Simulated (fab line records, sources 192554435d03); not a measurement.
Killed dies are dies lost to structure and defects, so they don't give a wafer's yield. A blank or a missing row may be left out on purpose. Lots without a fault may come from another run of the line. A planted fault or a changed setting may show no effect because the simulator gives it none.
Chamber matching | flow n5_finfet | N5_BEOL_M13_DEP_53 on pecvd-01: 3 sister chambers
The step deposits SiCN from 3MS/NH3, target thk 50 nm, time 17.8 s. 6 wafers are shown with their chamber, then 9 later ones without.

WAFERS WITH THEIR CHAMBER
wafer  | chamber | throttle_valve_pct (%) | showerhead_plenum_p_Torr (Torr)
L083.4 | 2       | 16.2                   | 4.161
L084.2 | 1       | 18.8                   | 4.166
L084.4 | 2       | 16.2                   | 4.168
L085.2 | 0       | 19.4                   | 4.161
L085.4 | 0       | 19.4                   | 4.175
L085.6 | 1       | 18.6                   | 4.167

WAFERS WITHOUT THEIR CHAMBER
wafer  | throttle_valve_pct (%) | showerhead_plenum_p_Torr (Torr)
L092.2 | 18.8                   | 4.159
L092.3 | 19.4                   | 4.175
L092.5 | 18.7                   | 4.158
L095.2 | 19.2                   | 4.176
L095.3 | 16.4                   | 4.181
L095.4 | 18.5                   | 4.166
L097.2 | 16.4                   | 4.175
L097.3 | 18.6                   | 4.157
L097.4 | 19.3                   | 4.169

WHICH CHAMBER EACH WENT THROUGH
wafer  | from the rows above | in truth
L092.2 | 1                   | 1
L092.3 | 0                   | 0
L092.5 | 1                   | 1
L095.2 | 0                   | 0
L095.3 | 2                   | 2
L095.4 | 1                   | 1
L097.2 | 2                   | 2
L097.3 | 1                   | 1
L097.4 | 0                   | 0
Placed correctly: 9 of 9. Can't be placed from these rows: 0. Placed wrongly: 0.
How it was worked out, from the rows above alone: a wafer's distance from a chamber is the root of the sum, over the readings, of the square of ((its reading less the chamber's mean) divided by the reading's scatter). The wafer belongs to the nearest chamber; if the next one is less than 2 further off, it can't be placed. A chamber's mean is the mean of its shown wafers. The scatter: the root of (the sum of the squares of (reading less its chamber's mean) over the shown wafers, divided by (wafers less chambers)).
